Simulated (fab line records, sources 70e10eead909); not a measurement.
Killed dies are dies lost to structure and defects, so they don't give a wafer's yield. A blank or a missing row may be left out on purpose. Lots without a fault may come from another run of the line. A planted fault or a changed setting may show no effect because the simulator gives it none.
fab line records | flow nand_harc
record lots=24 wafers=72 last_day=34
route steps=1302 shown A_CHANNEL_HOLE_D2@582 A_STAIRCASE@651
lots that met no fault: from a run of the same line without faults
start_h: hours from the record's first day to the start of the lot's first wafer shown | wait_h: hours since the lot's step before | " the same as in the row above | L1.1+2: a row that stands for several wafers | - no value, or no start given | * or withheld: withheld | < > ~ a bound
route shown NAME@n: a module of which the file shows steps, and the number in the route of the first | usual: mean/standard deviation of fault-free wafers | same: alike in all rows | chamber/n: place in a boat | sites: the reading at each site | _std_site: their standard deviation | _edge_site: outer sites' mean less inner sites' | radius_mm: how far each site lies from the wafer's centre | mask NAME#n: copy n | behind: the tool/chamber that last shaped the wafer | hold: why the lot was held/for how many hours/how that ended | device: the transistor (n, p or np) that didn't switch | end of line: the same wafers' tests at the end of the route | a step without rows: its recipe alone | killed: dies lost to structure and defects at the first sort, not the wafer's yield | map: a wafer's dies, x killed, . not, _ none there
set.NAME: the setting as run; set.NAME@STEP: as run at that earlier step | model.NAME: the simulator's own value behind a step, which no gauge read
steps of the route over a sample of lots; a table a step, a row a wafer
services: from which hour (start_h, from the record's first day; less than 0 if before it) a tool's chamber was out of use, for how many hours, and why
## steps
# step NHARC_A_CHANNEL_HOLE_D2_CD_MEAS_10
# recipe target_cd_nm=100 landing_energy_ev=500
# usual cd_nm=100.1/0.62
# columns lot.wafer tool chamber start_h wait_h cd_nm
L074.1 cd_sem-01 0 288.76 - 100.9
L074.2 " 0 " " 100.4
L074.5 " 0 " " 100.3
L075.4 cd_sem-01 0 306.18 - 100.0
L075.5 " 0 " " 100.8
L075.6 " 0 " " 100.8
L076.3 cd_sem-02 0 313.51 - 101.1
L076.4 " 0 " " 99.8
L076.6 " 0 " " 100.6
L077.1 cd_sem-02 0 318.26 - 100.4
L077.4 " 0 " " 100.2
L077.5 " 0 " " 100.2
L078.4 cd_sem-03 0 336.22 - 99.7
L078.5 " 0 " " 98.5
L078.6 " 0 " " 99.2
L079.1 cd_sem-01 0 339.86 - 100.5
L079.4 " 0 " " 100.1
L079.5 " 0 " " 99.9
L080.3 cd_sem-02 0 355.57 - 100.2
L080.4 " 0 " " 100.0
L080.6 " 0 " " 99.6
L081.2 cd_sem-03 0 362.08 - 99.7
L081.3 " 0 " " 99.7
L081.6 " 0 " " 100.8
L082.1 cd_sem-02 0 385.42 - 100.9
L082.3 " 0 " " 100.9
L082.5 " 0 " " 100.3
L084.2 cd_sem-02 0 396.77 - 100.3
L084.3 " 0 " " 99.6
L084.4 " 0 " " 98.7
L083.1 cd_sem-03 0 397.16 - 99.8
L083.2 " 0 " " 99.6
L083.6 " 0 " " 99.3
L086.1 cd_sem-01 0 408.65 - 101.1
L086.5 " 0 " " 100.0
L086.6 " 0 " " 101.2
L085.1 cd_sem-03 0 410.61 - 101.5
L085.2 " 0 " " 100.9
L085.4 " 0 " " 99.8
L087.1 cd_sem-02 0 438.38 - 99.9
L087.5 " 0 " " 99.8
L087.6 " 0 " " 100.3
L088.3 cd_sem-03 0 439.71 - 100.8
L088.5 " 0 " " 100.9
L088.6 " 0 " " 100.4
L089.2 cd_sem-01 0 440.29 - 100.2
L089.3 " 0 " " 100.6
L089.5 " 0 " " 100.2
L090.1 cd_sem-01 0 451.47 - 100.7
L090.2 " 0 " " 100.2
L090.5 " 0 " " 100.1
L091.2 cd_sem-02 0 464.68 - 100.4
L091.4 " 0 " " 100.2
L091.5 " 0 " " 100.1
L092.1 cd_sem-01 0 475.75 - 99.4
L092.2 " 0 " " 99.2
L092.3 " 0 " " 99.6
L093.1 cd_sem-01 0 476.08 - 100.6
L093.4 " 0 " " 100.5
L093.6 " 0 " " 98.9
L094.3 cd_sem-01 0 494.82 - 100.3
L094.4 " 0 " " 100.4
L094.5 " 0 " " 100.5
L095.2 cd_sem-01 0 506.44 - 99.1
L095.4 " 0 " " 99.7
L095.6 " 0 " " 99.6
L096.2 cd_sem-03 0 518.87 - 100.6
L096.4 " 0 " " 100.1
L096.6 " 0 " " 99.7
L097.4 cd_sem-02 0 519.03 - 101.6
L097.5 " 0 " " 101.3
L097.6 " 0 " " 100.4
# step NHARC_A_CHANNEL_HOLE_D2_OVL_MEAS_11
# usual overlay_x_nm=0.1/0.88 overlay_y_nm=0.0/0.85
# columns lot.wafer tool chamber start_h wait_h overlay_x_nm overlay_y_nm
L074.1 overlay-01 - 288.85 - 1.4 1.0
L074.2 " - " " 1.6 1.3
L074.5 " - " " 0.9 0.8
L075.4 overlay-01 - 306.27 - 2.4 -0.2
L075.5 " - " " 2.0 -0.6
L075.6 " - " " 2.0 -0.8
L076.3 overlay-01 - 313.60 - -0.8 0.9
L076.4 " - " " -0.3 0.7
L076.6 " - " " -0.5 1.0
L077.1 overlay-01 - 318.35 - 0.5 1.3
L077.4 " - " " 0.1 0.5
L077.5 " - " " 0.6 0.2
L078.4 overlay-02 - 336.30 - 0.1 -2.9
L078.5 " - " " 0.1 -2.4
L078.6 " - " " -0.3 -2.5
L079.1 overlay-02 - 339.95 - 0.5 0.6
L079.4 " - " " 0.7 0.4
L079.5 " - " " 1.0 0.1
L080.3 overlay-01 - 355.65 - 0.8 -0.6
L080.4 " - " " 0.6 -0.7
L080.6 " - " " 0.7 -0.1
L081.2 overlay-01 - 362.16 - 1.0 1.1
L081.3 " - " " 1.2 1.1
L081.6 " - " " 0.6 0.6
L082.1 overlay-01 - 385.51 - -1.0 1.5
L082.3 " - " " -0.8 1.1
L082.5 " - " " -0.2 1.2
L084.2 overlay-01 - 396.86 - 0.0 -0.3
L084.3 " - " " 0.1 -0.5
L084.4 " - " " -0.2 -0.2
L083.1 overlay-02 - 397.25 - -0.6 -0.1
L083.2 " - " " -0.5 0.8
L083.6 " - " " -0.2 0.6
L086.1 overlay-02 - 408.74 - -1.0 -0.5
L086.5 " - " " -0.3 -0.1
L086.6 " - " " -0.5 -0.3
L085.1 overlay-02 - 410.70 - -1.8 0.5
L085.2 " - " " -1.1 0.8
L085.4 " - " " -1.1 0.6
L087.1 overlay-01 - 438.47 - 0.2 -0.6
L087.5 " - " " -0.2 -1.0
L087.6 " - " " 0.0 -0.6
L088.3 overlay-01 - 439.80 - 0.5 0.1
L088.5 " - " " 0.6 -0.8
L088.6 " - " " 0.2 -0.1
L089.2 overlay-02 - 440.38 - 0.2 -0.2
L089.3 " - " " 0.0 -0.4
L089.5 " - " " -0.1 0.6
L090.1 overlay-01 - 451.56 - 0.8 -0.6
L090.2 " - " " 0.9 -0.7
L090.5 " - " " 0.8 -0.7
L091.2 overlay-01 - 464.76 - 0.1 -0.5
L091.4 " - " " -0.1 -0.2
L091.5 " - " " 0.7 -0.7
L092.1 overlay-02 - 475.84 - -0.1 0.3
L092.2 " - " " -0.4 0.1
L092.3 " - " " 0.0 -0.9
L093.1 overlay-01 - 476.18 - 0.2 -0.3
L093.4 " - " " 0.1 -0.5
L093.6 " - " " -0.2 -0.9
L094.3 overlay-02 - 494.90 - 0.7 0.8
L094.4 " - " " 0.1 0.3
L094.5 " - " " 0.8 0.7
L095.2 overlay-01 - 506.52 - -0.8 0.1
L095.4 " - " " -1.1 0.3
L095.6 " - " " -1.2 -0.2
L096.2 overlay-01 - 518.95 - 0.4 0.1
L096.4 " - " " 0.9 0.2
L096.6 " - " " 0.3 -0.1
L097.4 overlay-02 - 519.11 - -1.7 0.2
L097.5 " - " " -1.2 0.4
L097.6 " - " " -1.2 0.0
# step NHARC_A_CHANNEL_HOLE_D2_ETCH_24
# recipe bias_v=5000 source_w=withheld pressure_mtorr=20 time_s=906.2 ar_flow_sccm=375 c4f8_flow_sccm=93.8 o2_flow_sccm=31.2 temp_c=-20 target_depth_a=15000 chemistry=C4F8/O2/Ar
# usual drypump_motor_current_A=5.23/0.21 showerhead_plenum_p_Torr=3.67/0.11 throttle_valve_pct=32.236/0.0097
# columns lot.wafer tool chamber start_h wait_h drypump_motor_current_A rf_hours_counter_h showerhead_plenum_p_Torr throttle_valve_pct
L074.2 har_etch-01 0 292.25 0.6 5.41 147 3.70 32.233
L074.1 " 1 " " 5.33 147 3.63 32.230
L074.5 " 1 " " 5.34 - 3.63 32.235
L075.4 har_etch-02 1 310.47 0.6 5.37 - 3.68 32.237
L075.5 " 0 " " 4.91 - 3.59 32.248
L075.6 " 1 " " 5.38 - 3.68 32.261
L076.4 har_etch-01 1 318.84 0.6 5.34 - 3.62 32.233
L076.3 " 0 " " 5.39 - 3.69 32.236
L076.6 " 1 " " 5.33 - 3.62 32.235
L077.1 har_etch-02 1 321.76 0.6 5.35 380 3.67 32.228
L077.4 " 0 " " 4.90 - 3.58 32.228
L077.5 " 0 " " 4.89 - 3.58 32.230
L079.1 har_etch-01 1 344.15 0.6 5.32 178 3.61 32.213
L079.4 " 1 " " 5.32 - 3.61 32.236
L079.5 " 1 " " 5.35 - 3.61 32.251
L078.4 har_etch-02 0 344.61 1.2 4.90 - 3.57 32.237
L078.5 " 0 " " 4.91 - 3.57 32.238
L078.6 " 0 " " 4.93 - 3.57 32.245
L080.3 har_etch-02 1 364.11 0.6 5.37 - 3.66 32.240
L080.4 " 0 " " 4.91 - 3.57 32.240
L080.6 " 0 " " 4.91 - 3.57 32.244
L081.2 har_etch-02 1 368.02 0.6 5.36 396 3.66 32.229
L081.3 " 0 " " 4.90 - 3.57 32.235
L081.6 " 1 " " 5.36 - 3.66 32.227
L082.1 har_etch-01 1 389.40 0.6 5.34 208 3.60 32.237
L082.3 " 0 " " 5.40 - 3.67 32.242
L082.5 " 0 " " 5.40 - 3.67 32.235
L084.2 har_etch-01 1 400.28 0.6 5.34 216 3.59 32.253
L084.4 " 1 " " 5.33 - 3.59 32.232
L084.3 " 0 " " 5.40 - 3.66 32.222
L083.2 har_etch-02 0 402.53 0.6 4.91 6 3.92 32.243
L083.1 " 1 " " 5.37 6 3.66 32.223
L083.6 " 1 " " 5.39 - 3.66 32.245
L086.1 har_etch-01 0 413.80 0.6 5.41 224 3.66 32.240
L086.6 " 1 " " 5.35 - 3.59 32.220
L086.5 " 0 " " 5.39 - 3.66 32.222
L085.1 har_etch-02 0 417.93 0.6 4.90 17 3.92 32.242
L085.2 " 1 " " 5.38 17 3.65 32.220
L085.4 " 1 " " 5.41 - 3.65 32.248
L087.1 har_etch-01 1 442.00 0.6 5.34 239 3.58 32.238
L087.6 " 0 " " 5.40 - 3.65 32.224
L087.5 " 1 " " 5.33 - 3.58 32.227
L088.3 har_etch-02 1 443.45 0.6 5.36 - 3.64 32.224
L088.5 " 1 " " 5.38 - 3.64 32.239
L088.6 " 0 " " 4.89 - 3.91 32.252
L089.2 har_etch-01 1 446.15 0.6 5.33 243 3.58 32.241
L089.3 " 0 " " 5.39 - 3.65 32.245
L089.5 " 1 " " 5.32 - 3.58 32.232
L090.1 har_etch-01 0 458.09 3.7 5.40 251 3.64 32.224
L090.2 " 1 " " 5.35 251 3.57 32.232
L090.5 " 0 " " 5.41 - 3.64 32.238
L091.2 har_etch-02 0 468.32 0.6 4.91 44 3.90 32.228
L091.4 " 1 " " 5.40 - 3.64 32.234
L091.5 " 0 " " 4.90 - 3.90 32.236
L092.2 har_etch-01 1 479.25 0.6 5.32 266 3.57 32.237
L092.1 " 0 " " 5.39 266 3.64 32.231
L092.3 " 1 " " 5.33 - 3.57 32.220
L093.1 har_etch-02 1 480.42 0.6 5.39 55 3.63 32.230
L093.4 " 1 " " 5.40 - 3.63 32.252
L093.6 " 0 " " 4.89 - 3.90 32.230
L094.4 har_etch-02 1 498.56 0.6 5.34 - 3.63 32.234
L094.3 " 0 " " 4.90 - 3.89 32.237
L094.5 " 1 " " 5.36 - 3.63 32.237
L095.2 har_etch-02 0 509.93 0.6 4.88 67 3.89 32.226
L095.4 " 0 " " 4.89 - 3.89 32.238
L095.6 " 0 " " 4.88 - 3.89 32.258
L096.2 har_etch-02 1 524.73 0.6 5.37 75 3.62 32.208
L096.4 " 0 " " 4.92 - 3.89 32.225
L096.6 " 0 " " 4.91 - 3.89 32.244
L097.4 har_etch-01 0 525.44 0.6 5.41 - 3.62 32.236
L097.5 " 0 " " 5.41 - 3.62 32.230
L097.6 " 1 " " 5.34 - 3.56 32.247
# step NHARC_A_CHANNEL_HOLE_D2_ETCH_26
# recipe bias_v=300 source_w=2000 pressure_mtorr=30 time_s=224.1 ar_flow_sccm=375 c4f8_flow_sccm=11.4 o2_flow_sccm=113.6 temp_c=-20 target_depth_a=3000 chemistry=C4F8/O2/Ar
# usual drypump_motor_current_A=5.23/0.21 showerhead_plenum_p_Torr=3.72/0.12 throttle_valve_pct=24.583/0.009
# columns lot.wafer tool chamber start_h wait_h drypump_motor_current_A rf_hours_counter_h showerhead_plenum_p_Torr throttle_valve_pct
L074.2 har_etch-01 0 293.90 0.7 5.40 149 3.75 24.574
L074.1 " 1 " " 5.34 149 3.68 24.592
L074.5 " 1 " " 5.32 - 3.68 24.574
L075.4 har_etch-02 1 311.83 0.4 5.40 - 3.72 24.589
L075.5 " 0 " " 4.88 - 3.63 24.576
L075.6 " 1 " " 5.39 - 3.72 24.591
L076.4 har_etch-01 1 320.32 0.5 5.34 - 3.67 24.593
L076.3 " 0 " " 5.38 - 3.74 24.573
L076.6 " 1 " " 5.33 - 3.67 24.590
L077.1 har_etch-02 1 323.41 0.7 5.38 382 3.72 24.592
L077.4 " 0 " " 4.89 - 3.62 24.591
L077.5 " 0 " " 4.92 - 3.62 24.591
L079.1 har_etch-01 1 345.69 0.6 5.35 179 3.66 24.590
L079.4 " 1 " " 5.35 - 3.66 24.572
L079.5 " 1 " " 5.35 - 3.66 24.577
L078.4 har_etch-02 0 347.30 0.8 4.89 - 3.62 24.577
L078.5 " 0 " " 4.88 - 3.62 24.586
L078.6 " 0 " " 4.91 - 3.62 24.592
L080.3 har_etch-02 1 365.57 0.5 5.40 - 3.71 24.584
L080.4 " 0 " " 4.92 - 3.61 24.593
L080.6 " 0 " " 4.90 - 3.61 24.577
L081.2 har_etch-02 1 369.66 0.7 5.39 397 3.71 24.584
L081.3 " 0 " " 4.92 - 3.61 24.581
L081.6 " 1 " " 5.39 - 3.71 24.565
L082.1 har_etch-01 1 390.98 0.6 5.34 210 3.64 24.575
L082.3 " 0 " " 5.40 - 3.71 24.581
L082.5 " 0 " " 5.38 - 3.71 24.574
L084.2 har_etch-01 1 401.92 0.7 5.32 217 3.64 24.587
L084.4 " 1 " " 5.32 - 3.64 24.587
L084.3 " 0 " " 5.39 - 3.71 24.580
L083.2 har_etch-02 0 404.18 0.7 4.91 8 3.99 24.588
L083.1 " 1 " " 5.37 8 3.70 24.600
L083.6 " 1 " " 5.38 - 3.70 24.569
L086.1 har_etch-01 0 415.35 0.6 5.41 225 3.71 24.569
L086.6 " 1 " " 5.33 - 3.63 24.574
L086.5 " 0 " " 5.40 - 3.71 24.573
L085.1 har_etch-02 0 419.57 0.7 4.92 19 3.98 24.584
L085.2 " 1 " " 5.39 19 3.70 24.579
L085.4 " 1 " " 5.39 - 3.70 24.578
L087.1 har_etch-01 1 443.54 0.6 5.33 240 3.62 24.584
L087.6 " 0 " " 5.40 - 3.70 24.582
L087.5 " 1 " " 5.34 - 3.62 24.578
L088.3 har_etch-02 1 444.91 0.5 5.37 - 3.69 24.572
L088.5 " 1 " " 5.35 - 3.69 24.577
L088.6 " 0 " " 4.91 - 3.97 24.584
L089.2 har_etch-01 1 447.70 0.6 5.33 244 3.62 24.589
L089.3 " 0 " " 5.39 - 3.69 24.589
L089.5 " 1 " " 5.33 - 3.62 24.583
L090.1 har_etch-01 0 459.74 0.7 5.40 252 3.69 24.554
L090.2 " 1 " " 5.34 252 3.62 24.586
L090.5 " 0 " " 5.40 - 3.69 24.571
L091.2 har_etch-02 0 469.87 0.6 4.90 46 3.96 24.592
L091.4 " 1 " " 5.36 - 3.68 24.567
L091.5 " 0 " " 4.92 - 3.96 24.575
L092.2 har_etch-01 1 480.88 0.7 5.34 267 3.61 24.576
L092.1 " 0 " " 5.39 267 3.68 24.578
L092.3 " 1 " " 5.35 - 3.61 24.602
L093.1 har_etch-02 1 482.06 0.7 5.37 57 3.68 24.577
L093.4 " 1 " " 5.34 - 3.68 24.573
L093.6 " 0 " " 4.91 - 3.96 24.583
L094.4 har_etch-02 1 500.01 0.5 5.40 - 3.67 24.586
L094.3 " 0 " " 4.91 - 3.95 24.585
L094.5 " 1 " " 5.36 - 3.67 24.573
L095.2 har_etch-02 0 511.57 0.7 4.89 69 3.95 24.580
L095.4 " 0 " " 4.89 - 3.95 24.569
L095.6 " 0 " " 4.90 - 3.95 24.573
L096.2 har_etch-02 1 526.38 0.7 5.38 76 3.67 24.588
L096.4 " 0 " " 4.89 - 3.95 24.580
L096.6 " 0 " " 4.90 - 3.95 24.577
L097.4 har_etch-01 0 526.91 0.5 5.38 - 3.67 24.583
L097.5 " 0 " " 5.39 - 3.67 24.601
L097.6 " 1 " " 5.34 - 3.60 24.591
# step NHARC_A_STAIRCASE_ETCH_169
# recipe target_depth_a=500 time_s=107.1 ion_energy_ev=120 ch3f_flow_sccm=50 o2_flow_sccm=30 ar_flow_sccm=200 rf_w=500 bias_w=100 chemistry=CH3F/O2
# usual drypump_motor_current_A=5.78/0.25 oes_product_au=0.954/0.022 rf_vpp_V=244.5/1.6 showerhead_plenum_p_Torr=2.48/0.1 throttle_valve_pct=20.663/0.0094
# columns lot.wafer tool chamber start_h wait_h drypump_motor_current_A oes_product_au rf_hours_counter_h rf_vpp_V showerhead_plenum_p_Torr throttle_valve_pct
L074.2 rie_diel-12 1 346.63 0.1 5.84 0.960 26 244.2 2.50 20.666
L074.1 " 2 " " 5.66 1.009 25 245.5 2.53 20.659
L074.5 " 2 " " 5.67 0.995 - 246.0 2.53 20.654
L075.4 rie_diel-12 2 366.37 0.1 5.65 0.991 31 244.9 2.53 20.656
L075.6 " 3 " " 5.91 0.969 - 242.9 2.28 20.676
L075.5 " 0 " " 5.70 0.975 - 243.3 2.49 20.655
L077.1 rie_diel-02 3 373.69 0.1 5.28 0.979 51 245.1 2.55 20.651
L077.4 " 2 " " 5.78 0.953 50 244.0 2.40 20.657
L077.5 " 0 " " 6.12 0.946 - 245.6 2.62 20.661
L076.4 rie_diel-02 3 373.86 0.1 5.25 0.960 51 245.2 2.55 20.664
L076.3 " 2 " " 5.78 0.931 50 242.9 2.40 20.669
L076.6 " 0 " " 6.12 0.949 - 245.6 2.62 20.662
L079.1 rie_diel-09 0 398.35 0.1 5.98 0.965 25 245.8 2.55 20.655
L079.4 " 1 " " 5.89 0.966 - 242.3 2.39 20.658
L079.5 " 3 " " 5.84 0.974 - 247.7 2.63 20.675
L078.4 rie_diel-12 2 398.66 0.1 5.67 0.992 40 244.4 2.53 20.675
L078.6 " 3 " " 5.88 0.959 - 241.9 2.28 20.660
L078.5 " 0 " " 5.72 0.962 - 244.2 2.48 20.668
L081.3 rie_diel-12 3 418.39 0.1 5.89 0.954 46 242.1 2.28 20.657
L081.2 " 2 " " 5.62 0.993 45 244.9 2.53 20.663
L081.6 " 0 " " 5.68 0.947 - 244.4 2.48 20.663
L080.4 rie_diel-12 2 418.55 0.1 5.67 0.989 45 245.9 2.53 20.633
L080.3 " 1 " " 5.88 0.952 47 245.0 2.49 20.680
L080.6 " 3 " " 5.88 0.947 - 241.8 2.28 20.666
L082.3 rie_diel-09 1 442.25 0.1 5.93 0.994 26 242.8 2.39 20.664
L082.1 " 0 " " 5.95 0.965 41 246.6 2.54 20.673
L082.5 " 2 " " 6.49 0.988 - 244.1 2.46 20.668
L083.2 rie_diel-02 1 453.79 0.1 5.65 0.921 19 242.4 2.34 20.659
L083.1 " 2 " " 5.76 0.920 15 243.1 2.39 20.638
L083.6 " 0 " " 6.12 0.937 - 245.5 2.60 20.671
L084.2 rie_diel-09 1 453.91 0.2 5.91 0.944 32 244.1 2.39 20.676
L084.4 " 2 " " 6.47 0.923 41 246.1 2.46 20.672
L084.3 " 3 " " 5.84 0.940 47 248.1 2.62 20.644
L086.1 rie_diel-09 1 467.81 0.1 5.91 0.958 36 242.9 2.39 20.658
L086.6 " 2 " " 6.48 0.957 - 243.7 2.46 20.660
L086.5 " 3 " " 5.86 0.976 - 246.7 2.62 20.676
L085.4 rie_diel-02 1 471.49 0.1 5.65 0.942 26 242.7 2.33 20.682
L085.2 " 3 " " 5.25 0.944 19 246.2 2.54 20.663
L085.1 " 0 " " 6.12 0.955 24 246.6 2.60 20.649
L088.3 rie_diel-02 1 494.10 0.1 5.63 0.981 33 242.1 2.33 20.669
L088.6 " 3 " " 5.25 0.961 - 243.9 2.54 20.668
L088.5 " 0 " " 6.11 0.986 - 246.3 2.60 20.663
L087.1 rie_diel-02 1 497.11 2.9 5.65 0.953 35 241.6 2.33 20.657
L087.6 " 1 " " 5.66 0.945 - 243.2 2.33 20.678
L087.5 " 2 " " 5.75 0.945 - 243.8 2.39 20.658
L089.3 rie_diel-02 2 503.71 0.2 5.75 0.933 32 244.2 2.39 20.661
L089.2 " 0 " " 6.11 0.941 37 247.9 2.60 20.647
L089.5 " 2 " " 5.76 0.928 - 244.1 2.39 20.656
L090.2 rie_diel-12 2 512.53 0.1 5.67 0.971 14 244.3 2.51 20.673
L090.1 " 0 " " 5.70 0.962 17 246.7 2.47 20.666
L090.5 " 0 " " 5.70 0.955 - 246.1 2.47 20.654
L091.4 rie_diel-12 1 524.38 0.1 5.89 0.979 26 244.4 2.48 20.665
L091.2 " 2 " " 5.64 0.971 19 242.8 2.51 20.648
L091.5 " 1 " " 5.85 0.966 - 245.0 2.48 20.665
L093.4 rie_diel-02 3 533.49 0.1 5.27 0.954 41 244.7 2.53 20.660
L093.1 " 0 " " 6.13 0.978 47 245.9 2.59 20.651
L093.6 " 2 " " 5.75 0.952 - 244.3 2.38 20.661
L092.1 rie_diel-02 2 533.65 0.1 5.77 0.951 41 243.2 2.38 20.666
L092.3 " 0 " " 6.13 0.937 47 246.1 2.59 20.660
L092.2 " 1 " " 5.66 0.973 47 241.7 2.33 20.670
L094.3 rie_diel-02 1 551.79 0.5 5.63 0.917 54 241.8 2.32 20.665
L094.4 " 2 " " 5.78 0.915 48 242.1 2.38 20.651
L094.5 " 2 " " 5.78 0.919 - 243.0 2.38 20.660
L095.2 rie_diel-12 2 563.41 0.1 5.64 0.962 34 245.6 2.51 20.651
L095.4 " 0 " " 5.72 0.975 38 245.5 2.46 20.678
L095.6 " 2 " " 5.66 0.958 - 246.8 2.51 20.651
L096.2 rie_diel-12 2 578.71 0.3 5.68 0.932 43 245.6 2.50 20.674
L096.6 " 2 " " 5.67 0.937 - 245.6 2.50 20.670
L096.4 " 3 " " 5.89 0.908 - 246.2 2.64 20.667
L097.6 rie_diel-12 2 579.04 0.5 5.66 0.931 - 243.5 2.50 20.666
L097.4 " 3 " " 5.90 0.907 - 246.5 2.64 20.664
L097.5 " 0 " " 5.69 0.935 - 244.1 2.46 20.671
# step NHARC_A_STAIRCASE_ETCH_13
# recipe target_depth_a=1000 time_s=40.5 ion_energy_ev=400 c4f8_flow_sccm=20 o2_flow_sccm=10 ar_flow_sccm=withheld rf_w=600 bias_w=1000 chemistry=C4F8/O2
# usual oes_product_au=0.943/0.012 rf_vpp_V=897/5.1
# columns lot.wafer tool chamber start_h wait_h oes_product_au rf_hours_counter_h rf_vpp_V
L074.1 rie_diel-09 2 - - 0.931 8 898
L074.2 " 0 " " 0.956 7 900
L074.5 " 0 " " 0.952 - 900
L075.4 rie_diel-02 1 - - 0.954 46 891
L075.6 " 2 " " 0.947 - 891
L075.5 " 3 " " 0.974 - 900
L077.1 rie_diel-02 0 - - 0.936 51 904
L077.4 " 1 " " 0.957 48 890
L077.5 " 1 " " 0.952 - 890
L076.3 rie_diel-02 3 - - 0.957 52 902
L076.4 " 1 " " 0.932 49 891
L076.6 " 0 " " 0.935 - 904
L079.4 rie_diel-09 3 - - 0.945 29 904
L079.1 " 0 " " 0.938 26 900
L079.5 " 0 " " 0.942 - 901
L078.4 rie_diel-09 2 - - 0.948 18 897
L078.5 " 2 " " 0.947 - 897
L078.6 " 3 " " 0.942 - 903
L081.3 rie_diel-02 3 - - 0.955 6 902
L081.2 " 1 " " 0.936 5 889
L081.6 " 0 " " 0.941 - 904
L080.3 rie_diel-09 0 - - 0.951 36 901
L080.6 " 0 " " 0.942 - 901
L080.4 " 2 " " 0.942 - 896
L082.1 rie_diel-09 1 - - 0.972 26 893
L082.3 " 0 " " 0.940 41 900
L082.5 " 1 " " 0.975 - 893
L083.1 rie_diel-09 1 - - 0.944 33 891
L083.2 " 3 " " 0.945 49 903
L083.6 " 0 " " 0.924 - 899
L084.3 rie_diel-02 3 - - 0.943 15 901
L084.4 " 0 " " 0.942 18 903
L084.2 " 1 " " 0.952 19 888
L086.1 rie_diel-02 1 - - 0.947 25 889
L086.6 " 1 " " 0.948 - 890
L086.5 " 2 " " 0.959 - 893
L085.1 rie_diel-12 3 - - 0.955 6 904
L085.4 " 0 " " 0.947 6 897
L085.2 " 2 " " 0.956 6 899
L088.3 rie_diel-12 0 - - 0.949 11 895
L088.6 " 0 " " 0.951 - 896
L088.5 " 1 " " 0.950 - 898
L087.1 rie_diel-02 0 - - 0.949 35 904
L087.5 " 2 " " 0.921 - 893
L087.6 " 3 " " 0.930 - 900
L089.3 rie_diel-02 1 - - 0.936 39 888
L089.2 " 2 " " 0.939 34 894
L089.5 " 2 " " 0.937 - 891
L090.2 rie_diel-12 0 - - 0.925 18 897
L090.1 " 1 " " 0.926 21 897
L090.5 " 2 " " 0.941 - 899
L091.2 rie_diel-02 3 - - 0.942 39 900
L091.4 " 0 " " 0.937 44 903
L091.5 " 1 " " 0.935 - 888
L093.1 rie_diel-02 1 - - 0.933 48 890
L093.4 " 2 " " 0.926 42 892
L093.6 " 1 " " 0.925 - 889
L092.3 rie_diel-02 3 - - 0.931 41 900
L092.2 " 1 " " 0.941 48 888
L092.1 " 2 " " 0.942 42 893
L094.3 rie_diel-02 3 - - 0.964 46 900
L094.4 " 1 " " 0.936 55 889
L094.5 " 3 " " 0.961 - 899
L095.2 rie_diel-09 0 - - 0.944 16 898
L095.4 " 2 " " 0.938 16 896
L095.6 " 0 " " 0.940 - 900
L096.4 rie_diel-02 0 - - 0.938 0 902
L096.2 " 1 " " 0.947 0 888
L096.6 " 3 " " 0.963 - 899
L097.5 rie_diel-12 2 - - 0.949 - 900
L097.4 " 3 " " 0.933 - 906
L097.6 " 0 " " 0.947 - 897
## services
# columns tool chamber start_h hours kind
rie_diel-12 - 268.96 9.0 pm
rie_diel-02 1 284.43 1.8 repair
rie_diel-02 - 297.52 22.5 repair
rie_diel-09 - 320.14 9.0 pm
har_etch-02 1 339.58 - consumable_replace:focus_ring
har_etch-02 1 339.58 17.0 scheduled_down
har_etch-02 1 339.58 17.0 vent_cycle
rie_diel-09 1 343.46 7.0 repair
rie_diel-09 1 351.65 5.3 repair
har_etch-02 - 378.41 17.0 pm
har_etch-02 0 378.41 17.0 vent_cycle
har_etch-02 1 378.41 17.0 vent_cycle
rie_diel-09 2 384.43 16.1 repair
rie_diel-02 - 393.85 9.0 pm
har_etch-02 0 395.41 - clean
har_etch-02 0 395.41 - consumable_replace:focus_ring
har_etch-02 0 395.41 - consumable_replace:showerhead
rie_diel-12 - 445.96 9.0 pm
rie_diel-12 2 474.63 9.5 repair
rie_diel-09 1 490.75 10.6 repair
rie_diel-09 0 497.32 16.6 repair
rie_diel-09 - 497.91 9.0 pm
rie_diel-09 0 566.90 9.3 repair
rie_diel-02 - 570.88 9.0 pm
## key
fault none
